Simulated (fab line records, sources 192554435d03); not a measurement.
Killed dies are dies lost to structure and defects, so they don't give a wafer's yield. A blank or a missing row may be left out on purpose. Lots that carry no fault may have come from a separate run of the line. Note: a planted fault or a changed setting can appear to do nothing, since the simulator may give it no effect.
fab line records | flow n5_finfet | part 1 of 2: steps 1 to 4 of 6
[record] lots = 23 | wafers = 69 | last_day = 18
route steps=1938 shown FIN_CUT@172 STI_FIN_REVEAL@184 DUMMY_GATE@235
lots that met no fault: from a run of the same line without faults
start_h: the number of hours between the record's first day and the start of the first shown wafer of the lot | wait_h: how many hours have passed since the lot's step before this one | " repeats the value in the row above | L1.1+2: several wafers, shown together as one row | - value missing, or start not given | * or withheld: withheld | < > ~ a bound
route shown NAME@n: names a module that has steps shown in the file, with the first one's number in the route | usual: mean/standard deviation of fault-free wafers | same: alike in all rows | chamber/n: place in a boat | sites: each site's reading | _std_site: their standard deviation | _edge_site: mean of outer sites minus mean of inner sites | radius_mm: how far each site lies from the wafer's centre | mask NAME#n: copy n | behind: the tool/chamber that last shaped the wafer | hold: what put the lot on hold/how long, in hours/how the hold closed | device: the n, p or np transistor that did not switch | end of line: tests run on the same wafers once the route is complete | step lacking rows: just its recipe | killed: dies that structure and defects cost at the first sort, which is not the same as the wafer's yield | map: a wafer's dies, marking killed ones x, the rest . and places with no die _
set.NAME: the setting the step ran with; set.NAME@STEP: the setting that earlier step ran with | model.NAME: the simulator's own value behind a step, which no gauge read
the route's steps for a sample of lots (tables are steps, rows are wafers)
services: the hour from which a tool's chamber was out of use, counted from the record's first day as start_h (under 0 if before that day), plus the number of hours and why
[[steps]]
[step N5_FIN_CUT_STRIP_24]
[recipe] chemistry = CF4 | resist = SiARC | power_w = 300 | bias_power_w = 75 | pressure_mtorr = 50 | cf4_flow_sccm = 150 | rf_frequency_hz = 6e+07
[usual] drypump_motor_current_A = 5.8/0.41 | oes_product_au = 0.75/0.041 | rf_vpp_V = 271.0/1.5 | showerhead_plenum_p_Torr = 1.79/0.058 | throttle_valve_pct = 13.68/0.27
lot.wafer | tool        | chamber | start_h | wait_h | drypump_motor_current_A | oes_product_au | rf_hours_counter_h | rf_vpp_V | showerhead_plenum_p_Torr | throttle_valve_pct
L074.2    | rie_diel-02 | 2       | 27.26   | 0.0    | 5.9                     | 0.78           | 106                | 270.6    | 1.80                     | 13.57
L074.4    | "           | 3       | "       | "      | 5.3                     | 0.86           | 38                 | 271.8    | 1.85                     | 13.44
L074.5    | "           | 2       | "       | "      | 5.9                     | 0.78           | -                  | 271.6    | 1.80                     | 13.57
L075.1    | rie_diel-03 | 3       | 34.24   | 0.0    | 5.2                     | 0.79           | 111                | 270.7    | 1.75                     | 13.70
L075.4    | "           | 0       | "       | "      | 5.4                     | 0.77           | 146                | 274.3    | 1.89                     | 13.96
L075.6    | "           | 2       | "       | "      | 5.8                     | 0.72           | -                  | 270.7    | 1.79                     | 14.20
L076.2    | rie_diel-02 | 2       | 39.03   | 0.0    | 5.9                     | 0.78           | 110                | 271.7    | 1.80                     | 13.57
L076.5    | "           | 1       | "       | "      | 5.6                     | 0.80           | -                  | 269.8    | 1.72                     | 13.67
L076.6    | "           | 2       | "       | "      | 5.9                     | 0.78           | -                  | 271.9    | 1.80                     | 13.57
L077.1    | rie_diel-03 | 2       | 46.77   | 0.0    | 5.8                     | 0.72           | 215                | 269.6    | 1.79                     | 14.21
L077.4    | "           | 3       | "       | "      | 5.2                     | 0.78           | 114                | 269.5    | 1.74                     | 13.70
L077.6    | "           | 3       | "       | "      | 5.2                     | 0.79           | -                  | 269.0    | 1.74                     | 13.70
L078.1    | rie_diel-03 | 1       | 51.94   | 0.0    | 5.1                     | 0.69           | 190                | 270.7    | 1.79                     | 14.01
L078.3    | "           | 3       | "       | "      | 5.2                     | 0.79           | 115                | 270.1    | 1.74                     | 13.70
L078.6    | "           | 0       | "       | "      | 5.4                     | 0.77           | -                  | 273.2    | 1.89                     | 13.97
L079.1    | rie_diel-02 | 2       | 57.46   | 0.0    | 5.9                     | 0.77           | 114                | 272.1    | 1.80                     | 13.58
L079.2    | "           | 0       | "       | "      | 5.6                     | 0.69           | 220                | 272.8    | 1.84                     | 13.61
L079.3    | "           | 1       | "       | "      | 5.6                     | 0.80           | 116                | 270.1    | 1.72                     | 13.67
L080.3    | rie_diel-01 | 0       | 64.76   | 0.0    | 6.4                     | 0.77           | 135                | 272.0    | 1.78                     | 13.32
L080.4    | "           | 1       | "       | "      | 5.3                     | 0.77           | 125                | 268.6    | 1.72                     | 13.65
L080.5    | "           | 1       | "       | "      | 5.3                     | 0.77           | -                  | 269.5    | 1.72                     | 13.63
L081.1    | rie_diel-01 | 1       | 69.11   | 0.0    | 5.3                     | 0.78           | 126                | 270.2    | 1.72                     | 13.64
L081.5    | "           | 0       | "       | "      | 6.4                     | 0.76           | -                  | 272.1    | 1.78                     | 13.32
L081.6    | "           | 1       | "       | "      | 5.3                     | 0.78           | -                  | 269.6    | 1.72                     | 13.65
L082.1    | rie_diel-01 | 0       | 76.21   | 0.0    | 6.4                     | 0.76           | 139                | 270.0    | 1.78                     | 13.34
L082.5    | "           | 3       | "       | "      | 6.0                     | 0.74           | -                  | 268.9    | 1.72                     | 13.99
L082.6    | "           | 2       | "       | "      | 6.1                     | 0.77           | -                  | 272.1    | 1.87                     | 13.40
L083.2    | rie_diel-01 | 1       | 81.36   | 0.0    | 5.3                     | 0.77           | 131                | 270.1    | 1.72                     | 13.67
L083.3    | "           | 0       | "       | "      | 6.4                     | 0.76           | 141                | 270.3    | 1.78                     | 13.34
L083.4    | "           | 3       | "       | "      | 6.0                     | 0.73           | 167                | 270.3    | 1.72                     | 14.00
L084.1    | rie_diel-02 | 0       | 86.87   | 0.0    | 5.6                     | 0.68           | 229                | 271.1    | 1.84                     | 13.64
L084.2    | "           | 2       | "       | "      | 5.9                     | 0.76           | 122                | 272.5    | 1.79                     | 13.59
L084.3    | "           | 1       | "       | "      | 5.6                     | 0.79           | 125                | 270.2    | 1.71                     | 13.69
L085.1    | rie_diel-03 | 0       | 93.64   | 0.0    | 5.3                     | 0.76           | 161                | 272.7    | 1.89                     | 13.99
L085.3    | "           | 3       | "       | "      | 5.2                     | 0.77           | 127                | 271.1    | 1.74                     | 13.72
L085.4    | "           | 2       | "       | "      | 5.9                     | 0.70           | 227                | 271.9    | 1.79                     | 14.25
L086.1    | rie_diel-02 | 0       | 99.36   | 0.0    | 5.6                     | 0.68           | 232                | 272.5    | 1.84                     | 13.63
L086.3    | "           | 3       | "       | "      | 5.3                     | 0.84           | 58                 | 273.2    | 1.84                     | 13.48
L086.5    | "           | 1       | "       | "      | 5.6                     | 0.78           | -                  | 270.9    | 1.71                     | 13.70
L087.3    | rie_diel-02 | 3       | 109.23  | 0.0    | 5.4                     | 0.83           | 61                 | 272.7    | 1.84                     | 13.46
L087.4    | "           | 1       | "       | "      | 5.6                     | 0.78           | 131                | 269.6    | 1.71                     | 13.71
L087.5    | "           | 3       | "       | "      | 5.3                     | 0.84           | -                  | 271.3    | 1.84                     | 13.49
L088.1    | rie_diel-03 | 1       | 112.04  | 0.0    | 5.1                     | 0.69           | 209                | 270.0    | 1.79                     | 14.07
L088.2    | "           | 2       | "       | "      | 5.8                     | 0.70           | 234                | 269.9    | 1.79                     | 14.24
L088.5    | "           | 0       | "       | "      | 5.4                     | 0.76           | -                  | 274.0    | 1.88                     | 14.01
L089.1    | rie_diel-01 | 2       | 117.34  | 0.0    | 6.1                     | 0.75           | 134                | 272.5    | 1.87                     | 13.40
L089.4    | "           | 1       | "       | "      | 5.3                     | 0.76           | 141                | 271.5    | 1.72                     | 13.69
L089.6    | "           | 2       | "       | "      | 6.1                     | 0.76           | -                  | 272.3    | 1.87                     | 13.42
L090.1    | rie_diel-02 | 3       | 124.07  | 0.0    | 5.4                     | 0.83           | 67                 | 271.9    | 1.84                     | 13.48
L090.2    | "           | 1       | "       | "      | 5.6                     | 0.77           | 137                | 271.0    | 1.71                     | 13.74
L090.3    | "           | 0       | "       | "      | 5.6                     | 0.67           | 242                | 270.2    | 1.84                     | 13.66
L091.1    | rie_diel-01 | 2       | 130.30  | 0.0    | 6.1                     | 0.75           | 139                | 273.1    | 1.87                     | 13.44
L091.3    | "           | 0       | "       | "      | 6.4                     | 0.75           | 155                | 270.3    | 1.78                     | 13.38
L091.6    | "           | 0       | "       | "      | 6.4                     | 0.75           | -                  | 269.7    | 1.78                     | 13.38
L092.1    | rie_diel-01 | 3       | 134.91  | 0.0    | 6.1                     | 0.72           | 184                | 268.7    | 1.72                     | 14.04
L092.4    | "           | 3       | "       | "      | 6.1                     | 0.72           | -                  | 269.1    | 1.72                     | 14.04
L092.6    | "           | 2       | "       | "      | 6.1                     | 0.75           | -                  | 271.0    | 1.87                     | 13.44
L093.3    | rie_diel-01 | 3       | 140.77  | 0.0    | 6.0                     | 0.72           | 185                | 269.4    | 1.72                     | 14.04
L093.4    | "           | 0       | "       | "      | 6.4                     | 0.75           | -                  | 271.0    | 1.78                     | 13.40
L093.5    | "           | 3       | "       | "      | 6.0                     | 0.72           | -                  | 266.1    | 1.72                     | 14.04
L094.1    | rie_diel-01 | 3       | 147.26  | 0.0    | 6.1                     | 0.72           | 189                | 269.6    | 1.72                     | 14.05
L094.2    | "           | 1       | "       | "      | 5.3                     | 0.76           | 145                | 269.1    | 1.72                     | 13.68
L094.5    | "           | 3       | "       | "      | 6.0                     | 0.71           | -                  | 270.9    | 1.72                     | 14.03
L096.1    | rie_diel-01 | 2       | 160.53  | 0.0    | 6.1                     | 0.75           | 149                | 273.4    | 1.87                     | 13.45
L096.2    | "           | 0       | "       | "      | 6.4                     | 0.74           | 166                | 271.5    | 1.77                     | 13.42
L096.6    | "           | 0       | "       | "      | 6.4                     | 0.75           | -                  | 270.9    | 1.77                     | 13.40
L097.1    | rie_diel-01 | 1       | 165.72  | 0.0    | 5.3                     | 0.75           | 151                | 268.5    | 1.71                     | 13.71
L097.3    | "           | 0       | "       | "      | 6.4                     | 0.74           | 168                | 270.3    | 1.77                     | 13.39
L097.5    | "           | 0       | "       | "      | 6.4                     | 0.74           | -                  | 272.0    | 1.77                     | 13.40
[step N5_FIN_CUT_CUT_ETCH_15]
[recipe] chemistry = HBr/Cl2/O2 | target = Si | target_depth_a = 1000 | bt_time_s = 10 | mask_material = SOC | time_s = 42.4 | ion_energy_ev = * | bias_w = * | pressure_mtorr = 10 | icp_w = 800 | HBr_flow_sccm = 150 | Cl2_flow_sccm = 80 | O2_flow_sccm = 12
[usual] drypump_motor_current_A = 5.9/0.41 | oes_product_au = 1.001/0.015 | throttle_valve_pct = 37.2/0.4
lot.wafer | tool      | chamber | start_h | wait_h | drypump_motor_current_A | oes_product_au | rf_hours_counter_h | throttle_valve_pct
L074.2    | rie_si-05 | 3       | 27.47   | 0.1    | 5.6                     | 1.022          | 44                 | 36.9
L074.4    | "         | 1       | "       | "      | 6.4                     | 0.993          | 67                 | 37.7
L074.5    | "         | 2       | "       | "      | 6.3                     | 0.983          | -                  | 37.8
L075.1    | rie_si-03 | 1       | 34.45   | 0.1    | 6.4                     | 1.015          | 31                 | 36.9
L075.4    | "         | 0       | "       | "      | 5.6                     | 0.993          | 165                | 37.3
L075.6    | "         | 3       | "       | "      | 5.3                     | 0.980          | -                  | 37.4
L076.2    | rie_si-03 | 2       | 39.25   | 0.1    | 5.7                     | 0.999          | 0                  | 37.2
L076.5    | "         | 0       | "       | "      | 5.6                     | 1.002          | -                  | 37.3
L076.6    | "         | 3       | "       | "      | 5.3                     | 0.977          | -                  | 37.4
L077.1    | rie_si-03 | 3       | 46.99   | 0.1    | 5.3                     | 0.979          | 3                  | 37.4
L077.4    | "         | 2       | "       | "      | 5.7                     | 1.002          | 1                  | 37.2
L077.6    | "         | 2       | "       | "      | 5.7                     | 1.009          | -                  | 37.2
L078.1    | rie_si-05 | 0       | 52.15   | 0.1    | 6.4                     | 1.026          | 169                | 36.3
L078.3    | "         | 1       | "       | "      | 6.4                     | 1.000          | 68                 | 37.7
L078.6    | "         | 1       | "       | "      | 6.4                     | 0.995          | -                  | 37.7
L079.1    | rie_si-06 | 3       | 57.67   | 0.1    | 5.5                     | 1.014          | 165                | 37.0
L079.2    | "         | 0       | "       | "      | 6.0                     | 1.009          | 80                 | 36.9
L079.3    | "         | 1       | "       | "      | 6.2                     | 1.002          | 142                | 37.1
L080.3    | rie_si-03 | 0       | 65.16   | 0.1    | 5.5                     | 0.996          | 166                | 37.3
L080.4    | "         | 2       | "       | "      | 5.7                     | 0.998          | 1                  | 37.2
L080.5    | "         | 1       | "       | "      | 6.4                     | 1.010          | -                  | 36.9
L081.1    | rie_si-05 | 0       | 69.39   | 0.1    | 6.4                     | 1.020          | 169                | 36.3
L081.5    | "         | 3       | "       | "      | 5.6                     | 1.022          | -                  | 36.9
L081.6    | "         | 2       | "       | "      | 6.3                     | 0.986          | -                  | 37.7
L082.1    | rie_si-03 | 0       | 76.43   | 0.1    | 5.5                     | 1.001          | 166                | 37.3
L082.5    | "         | 1       | "       | "      | 6.4                     | 1.004          | -                  | 36.9
L082.6    | "         | 0       | "       | "      | 5.6                     | 1.003          | -                  | 37.3
L083.2    | rie_si-03 | 0       | 81.57   | 0.1    | 5.6                     | 0.993          | 166                | 37.3
L083.3    | "         | 1       | "       | "      | 6.4                     | 1.013          | 31                 | 36.9
L083.4    | "         | 2       | "       | "      | 5.7                     | 1.000          | 1                  | 37.2
L084.1    | rie_si-03 | 0       | 87.09   | 0.1    | 5.6                     | 0.992          | 166                | 37.3
L084.2    | "         | 2       | "       | "      | 5.7                     | 0.996          | 1                  | 37.3
L084.3    | "         | 3       | "       | "      | 5.3                     | 0.973          | 3                  | 37.4
L085.1    | rie_si-05 | 3       | 93.85   | 0.1    | 5.6                     | 1.026          | 45                 | 36.9
L085.3    | "         | 2       | "       | "      | 6.3                     | 0.980          | 190                | 37.8
L085.4    | "         | 2       | "       | "      | 6.3                     | 0.983          | -                  | 37.8
L086.1    | rie_si-06 | 3       | 99.57   | 0.1    | 5.5                     | 1.008          | 166                | 37.0
L086.3    | "         | 0       | "       | "      | 6.0                     | 1.018          | 81                 | 36.9
L086.5    | "         | 3       | "       | "      | 5.5                     | 1.014          | -                  | 37.0
L087.3    | rie_si-05 | 1       | 109.45  | 0.0    | 6.4                     | 1.008          | 69                 | 37.7
L087.4    | "         | 3       | "       | "      | 5.6                     | 1.022          | 45                 | 36.9
L087.5    | "         | 0       | "       | "      | 6.4                     | 1.022          | -                  | 36.3
L088.1    | rie_si-05 | 1       | 112.25  | 0.1    | 6.4                     | 1.003          | 69                 | 37.7
L088.2    | "         | 3       | "       | "      | 5.6                     | 1.009          | 45                 | 36.9
L088.5    | "         | 1       | "       | "      | 6.4                     | 0.998          | -                  | 37.7
L089.1    | rie_si-03 | 0       | 117.55  | 0.1    | 5.6                     | 0.994          | 167                | 37.3
L089.4    | "         | 1       | "       | "      | 6.4                     | 1.006          | 32                 | 36.9
L089.6    | "         | 2       | "       | "      | 5.7                     | 0.991          | -                  | 37.3
L090.1    | rie_si-05 | 1       | 124.28  | 0.1    | 6.4                     | 0.998          | 69                 | 37.7
L090.2    | "         | 0       | "       | "      | 6.4                     | 1.022          | 170                | 36.3
L090.3    | "         | 3       | "       | "      | 5.7                     | 1.023          | 46                 | 36.9
L091.1    | rie_si-03 | 0       | 130.52  | 0.1    | 5.6                     | 0.991          | 167                | 37.3
L091.3    | "         | 3       | "       | "      | 5.3                     | 0.983          | 4                  | 37.4
L091.6    | "         | 3       | "       | "      | 5.3                     | 0.979          | -                  | 37.4
L092.1    | rie_si-05 | 2       | 135.13  | 0.1    | 6.3                     | 0.998          | 191                | 37.8
L092.4    | "         | 3       | "       | "      | 5.6                     | 1.023          | 46                 | 36.9
L092.6    | "         | 3       | "       | "      | 5.7                     | 1.024          | -                  | 36.9
L093.3    | rie_si-05 | 3       | 140.98  | 0.0    | 5.6                     | 1.025          | 46                 | 36.9
L093.4    | "         | 0       | "       | "      | 6.4                     | 1.015          | 171                | 36.3
L093.5    | "         | 1       | "       | "      | 6.4                     | 0.990          | -                  | 37.7
L094.1    | rie_si-06 | 0       | 147.47  | 0.1    | 6.0                     | 1.014          | 82                 | 36.9
L094.2    | "         | 3       | "       | "      | 5.6                     | 1.008          | 167                | 36.9
L094.5    | "         | 3       | "       | "      | 5.6                     | 1.010          | -                  | 37.0
L096.1    | rie_si-06 | 0       | 160.75  | 0.1    | 5.9                     | 1.008          | 82                 | 36.9
L096.2    | "         | 3       | "       | "      | 5.5                     | 1.015          | 167                | 37.0
L096.6    | "         | 0       | "       | "      | 6.0                     | 1.005          | -                  | 36.9
L097.1    | rie_si-05 | 1       | 165.93  | 0.1    | 6.4                     | 0.991          | 70                 | 37.7
L097.3    | "         | 3       | "       | "      | 5.6                     | 1.020          | 46                 | 36.9
L097.5    | "         | 2       | "       | "      | 6.2                     | 0.991          | -                  | 37.8
[step N5_STI_FIN_REVEAL_ALD_14]
[recipe] material = Si3N4 | target_thk_a = 30 | temp_c = 400 | ald_precursor_family = SiH2I2 | ald_co_reactant = N2/H2-plasma | pressure_torr = 2
[usual] heater_power_w = 854/71
lot.wafer | tool       | chamber | start_h | wait_h | heater_power_w | since_wet_clean_h
L074.2    | ald_sin-02 | 2       | 27.84   | 0.0    | 859            | 125
L074.4    | "          | 3       | "       | "      | 912            | 125
L074.5    | "          | 0       | "       | "      | 901            | -
L075.1    | ald_sin-04 | 3       | 34.82   | 0.0    | 896            | 314
L075.4    | "          | 0       | "       | "      | 885            | 314
L075.6    | "          | 2       | "       | "      | 745            | -
L076.2    | ald_sin-04 | 0       | 39.61   | 0.0    | 879            | 319
L076.5    | "          | 1       | "       | "      | 877            | -
L076.6    | "          | 0       | "       | "      | 868            | -
L077.1    | ald_sin-02 | 3       | 47.40   | 0.0    | 897            | 145
L077.4    | "          | 2       | "       | "      | 839            | 145
L077.6    | "          | 3       | "       | "      | 929            | -
L078.1    | ald_sin-03 | 2       | 52.52   | 0.0    | 722            | 45
L078.3    | "          | 3       | "       | "      | 848            | 45
L078.6    | "          | 3       | "       | "      | 872            | -
L079.1    | ald_sin-04 | 3       | 58.79   | 0.0    | 911            | 338
L079.2    | "          | 2       | "       | "      | 751            | 338
L079.3    | "          | 0       | "       | "      | 854            | 338
L080.3    | ald_sin-02 | 3       | 65.53   | 0.0    | 893            | 163
L080.4    | "          | 2       | "       | "      | 855            | 163
L080.5    | "          | 2       | "       | "      | 880            | -
L081.1    | ald_sin-02 | 1       | 70.09   | 0.0    | 746            | 168
L081.5    | "          | 3       | "       | "      | 904            | -
L081.6    | "          | 2       | "       | "      | 890            | -
L082.1    | ald_sin-02 | 0       | 76.79   | 0.0    | 906            | 174
L082.5    | "          | 1       | "       | "      | 764            | -
L082.6    | "          | 0       | "       | "      | 906            | -
L083.2    | ald_sin-04 | 2       | 81.95   | 0.0    | 743            | 361
L083.3    | "          | 1       | "       | "      | 864            | 361
L083.4    | "          | 0       | "       | "      | 874            | 361
L084.1    | ald_sin-02 | 2       | 87.86   | 0.0    | 866            | 186
L084.2    | "          | 1       | "       | "      | 773            | 186
L084.3    | "          | 3       | "       | "      | 906            | 186
L085.1    | ald_sin-02 | 3       | 95.62   | 0.0    | 898            | 193
L085.3    | "          | 0       | "       | "      | 921            | 193
L085.4    | "          | 2       | "       | "      | 851            | 193
L086.1    | ald_sin-02 | 3       | 101.26  | 0.0    | 905            | 199
L086.3    | "          | 2       | "       | "      | 865            | 199
L086.5    | "          | 0       | "       | "      | 890            | -
L087.3    | ald_sin-04 | 1       | 109.82  | 0.0    | 842            | 9
L087.4    | "          | 3       | "       | "      | 869            | 9
L087.5    | "          | 1       | "       | "      | 825            | -
L088.1    | ald_sin-02 | 3       | 112.82  | 0.0    | 901            | 210
L088.2    | "          | 1       | "       | "      | 751            | 210
L088.5    | "          | 3       | "       | "      | 892            | -
L089.1    | ald_sin-03 | 1       | 117.98  | 0.0    | 962            | 110
L089.4    | "          | 0       | "       | "      | 894            | 110
L089.6    | "          | 1       | "       | "      | 972            | -
L090.1    | ald_sin-04 | 1       | 124.88  | 0.0    | 837            | 24
L090.2    | "          | 2       | "       | "      | 673            | 24
L090.3    | "          | 0       | "       | "      | 885            | 24
L091.1    | ald_sin-04 | 1       | 131.06  | 0.0    | 850            | 30
L091.3    | "          | 0       | "       | "      | 897            | 30
L091.6    | "          | 1       | "       | "      | 858            | -
L092.1    | ald_sin-03 | 1       | 135.49  | 0.0    | 950            | 128
L092.4    | "          | 2       | "       | "      | 709            | 128
L092.6    | "          | 1       | "       | "      | 964            | -
L093.3    | ald_sin-03 | 1       | 141.59  | 0.0    | 959            | 134
L093.4    | "          | 1       | "       | "      | 946            | -
L093.5    | "          | 0       | "       | "      | 939            | -
L094.1    | ald_sin-04 | 3       | 148.04  | 0.0    | 885            | 47
L094.2    | "          | 1       | "       | "      | 843            | 47
L094.5    | "          | 0       | "       | "      | 867            | -
L096.1    | ald_sin-04 | 2       | 161.11  | 0.0    | 683            | 60
L096.2    | "          | 1       | "       | "      | 831            | 60
L096.6    | "          | 0       | "       | "      | 919            | -
L097.1    | ald_sin-04 | 0       | 166.31  | 0.0    | 900            | 65
L097.3    | "          | 2       | "       | "      | 695            | 65
L097.5    | "          | 0       | "       | "      | 903            | -
[step N5_STI_FIN_REVEAL_CMP_04]
[recipe] stop_on = Si3N4 | t_overpolish_s = 4 | down_force_psi = 2 | platen_rpm = 54.18 | post_cmp_clean = alkaline_brush | pad_velocity_m_s = 1.078 | target_thk_nm = 131.83
[usual] motor_current_A = 8.2/0.91 | overpolish_run_s = 4.000/0.0089 | retaining_ring_pressure_frac = 1.000/0.0048 | slurry_flow_ml_min = 150.0/0.44 | time_to_endpoint_s = 106/6.9
lot.wafer | tool   | chamber | start_h | wait_h | motor_current_A | overpolish_run_s | retaining_ring_pressure_frac | slurry_flow_ml_min | time_to_endpoint_s
L074.2    | cmp-03 | 1       | 32.92   | 0.1    | 9.9             | 4.004            | 1.003                        | 149.6              | 102
L074.4    | "      | 2       | "       | "      | 8.6             | 3.996            | 1.000                        | 149.8              | 106
L074.5    | "      | 1       | "       | "      | 9.8             | 3.997            | 1.001                        | 149.0              | 103
L075.4    | cmp-03 | 0       | 41.60   | 0.1    | 7.7             | 3.996            | 0.996                        | 150.1              | 111
L075.1    | "      | 2       | "       | "      | 7.7             | 3.990            | 1.000                        | 149.5              | 107
L075.6    | "      | 0       | "       | "      | 7.4             | 3.995            | 0.995                        | 150.4              | 107
L076.2    | cmp-03 | 0       | 44.70   | 0.1    | 7.3             | 3.994            | 0.995                        | 150.4              | 110
L076.6    | "      | 3       | "       | "      | 7.4             | 4.013            | 0.995                        | 149.5              | 108
L076.5    | "      | 0       | "       | "      | 7.6             | 3.993            | 0.999                        | 149.9              | 110
L077.4    | cmp-04 | 0       | 52.45   | 0.0    | 7.9             | 3.998            | 1.003                        | 150.3              | 121
L077.1    | "      | 1       | "       | "      | 9.1             | 4.005            | 0.991                        | 149.9              | 104
L077.6    | "      | 1       | "       | "      | 9.4             | 4.006            | 0.994                        | 150.7              | 102
L078.1    | cmp-01 | 0       | 57.64   | 0.1    | 8.7             | 3.999            | 0.999                        | 150.2              | 103
L078.3    | "      | 1       | "       | "      | 7.1             | 3.993            | 0.997                        | 150.0              | 103
L078.6    | "      | 2       | "       | "      | 8.5             | 4.007            | 0.996                        | 150.6              | 95
L079.2    | cmp-04 | 2       | 63.83   | 0.0    | 6.8             | 3.992            | 1.005                        | 149.7              | 101
L079.3    | "      | 3       | "       | "      | 8.3             | 3.996            | 0.992                        | 150.1              | 103
L079.1    | "      | 1       | "       | "      | 8.8             | 4.003            | 1.001                        | 150.1              | 102
L080.3    | cmp-04 | 1       | 70.56   | 0.0    | 9.4             | 3.992            | 1.010                        | 149.8              | 101
L080.4    | "      | 0       | "       | "      | 8.6             | 3.995            | 1.006                        | 150.3              | 120
L080.5    | "      | 2       | "       | "      | 7.4             | 3.991            | 1.000                        | 149.7              | 101
L081.1    | cmp-01 | 0       | 75.17   | 0.1    | 8.6             | 4.004            | 0.997                        | 150.0              | 100
L081.6    | "      | 3       | "       | "      | 7.5             | 3.996            | 1.006                        | 148.9              | 96
L081.5    | "      | 0       | "       | "      | 8.2             | 4.003            | 1.001                        | 149.3              | 100
L082.1    | cmp-01 | 3       | 81.83   | 0.0    | 7.3             | 3.996            | 1.005                        | 150.6              | 102
L082.5    | "      | 3       | "       | "      | 7.3             | 4.007            | 0.997                        | 150.1              | 101
L082.6    | "      | 0       | "       | "      | 8.6             | 3.999            | 1.012                        | 150.0              | 103
L083.3    | cmp-03 | 1       | 86.99   | 0.0    | 10.0            | 4.002            | 0.995                        | 150.0              | 104
L083.4    | "      | 3       | "       | "      | 7.5             | 4.008            | 1.004                        | 149.4              | 105
L083.2    | "      | 0       | "       | "      | 7.1             | 4.001            | 1.004                        | 149.8              | 101
L084.1    | cmp-01 | 0       | 92.92   | 0.0    | 8.6             | 4.000            | 0.995                        | 149.6              | 106
L084.3    | "      | 2       | "       | "      | 8.8             | 3.996            | 1.008                        | 150.5              | 101
L084.2    | "      | 3       | "       | "      | 7.1             | 4.001            | 1.004                        | 148.7              | 104
L085.3    | cmp-03 | 1       | 100.66  | 0.0    | 10.1            | 3.987            | 1.003                        | 149.4              | 102
L085.1    | "      | 3       | "       | "      | 8.1             | 3.994            | 1.004                        | 149.8              | 103
L085.4    | "      | 0       | "       | "      | 7.8             | 3.996            | 0.997                        | 149.6              | 107
L086.3    | cmp-04 | 2       | 106.32  | 0.0    | 6.7             | 3.991            | 1.002                        | 149.8              | 110
L086.1    | "      | 3       | "       | "      | 8.2             | 3.984            | 0.998                        | 149.6              | 114
L086.5    | "      | 2       | "       | "      | 7.1             | 4.007            | 1.005                        | 150.1              | 111
L087.3    | cmp-01 | 3       | 114.87  | 0.0    | 7.3             | 3.979            | 0.998                        | 150.0              | 105
L087.4    | "      | 0       | "       | "      | 8.9             | 4.002            | 1.002                        | 150.5              | 104
L087.5    | "      | 0       | "       | "      | 8.6             | 4.015            | 1.007                        | 150.6              | 107
L088.1    | cmp-04 | 0       | 117.89  | 0.1    | 9.0             | 4.002            | 0.997                        | 149.3              | 123
L088.2    | "      | 2       | "       | "      | 6.8             | 3.989            | 1.006                        | 150.1              | 108
L088.5    | "      | 3       | "       | "      | 7.9             | 4.004            | 1.001                        | 150.0              | 109
L089.1    | cmp-04 | 3       | 123.02  | 0.0    | 8.7             | 3.986            | 1.010                        | 149.7              | 108
L089.4    | "      | 2       | "       | "      | 7.1             | 4.020            | 0.999                        | 150.0              | 107
L089.6    | "      | 3       | "       | "      | 8.5             | 3.991            | 1.001                        | 150.8              | 104
L090.3    | cmp-01 | 3       | 129.93  | 0.0    | 7.3             | 3.990            | 0.996                        | 150.1              | 103
L090.2    | "      | 1       | "       | "      | 7.3             | 3.995            | 0.997                        | 149.8              | 108
L090.1    | "      | 2       | "       | "      | 8.1             | 4.002            | 0.997                        | 149.8              | 99
L091.1    | cmp-03 | 3       | 136.14  | 0.1    | 8.2             | 4.003            | 1.005                        | 150.0              | 106
L091.3    | "      | 0       | "       | "      | 7.5             | 4.004            | 1.005                        | 149.8              | 104
L091.6    | "      | 3       | "       | "      | 8.3             | 3.983            | 1.004                        | 149.9              | 103
L092.4    | cmp-04 | 2       | 140.54  | 0.0    | 6.9             | 4.007            | 0.992                        | 150.1              | 102
L092.1    | "      | 0       | "       | "      | 8.4             | 4.006            | 1.002                        | 149.9              | 122
L092.6    | "      | 2       | "       | "      | 6.8             | 3.990            | 0.994                        | 149.9              | 104
L093.3    | cmp-03 | 0       | 146.63  | 0.0    | 7.5             | 3.993            | 0.998                        | 150.6              | 104
L093.4    | "      | 3       | "       | "      | 7.7             | 4.009            | 1.000                        | 150.0              | 103
L093.5    | "      | 0       | "       | "      | 7.7             | 3.981            | 1.000                        | 150.1              | 105
L094.2    | cmp-04 | 0       | 153.09  | 0.0    | 8.7             | 4.010            | 0.997                        | 150.5              | 129
L094.1    | "      | 2       | "       | "      | 7.1             | 3.993            | 0.994                        | 149.4              | 107
L094.5    | "      | 0       | "       | "      | 8.2             | 4.004            | 0.996                        | 150.2              | 128
L096.2    | cmp-03 | 2       | 166.20  | 0.1    | 8.3             | 4.004            | 1.004                        | 150.5              | 94
L096.1    | "      | 0       | "       | "      | 7.5             | 3.997            | 0.991                        | 150.6              | 95
L096.6    | "      | 2       | "       | "      | 8.0             | 4.013            | 1.000                        | 149.7              | 95
L097.3    | cmp-01 | 3       | 171.40  | 0.1    | 7.1             | 4.005            | 1.000                        | 149.9              | 104
L097.1    | "      | 1       | "       | "      | 7.0             | 4.009            | 1.005                        | 150.4              | 110
L097.5    | "      | 3       | "       | "      | 7.1             | 4.001            | 1.003                        | 150.3              | 102
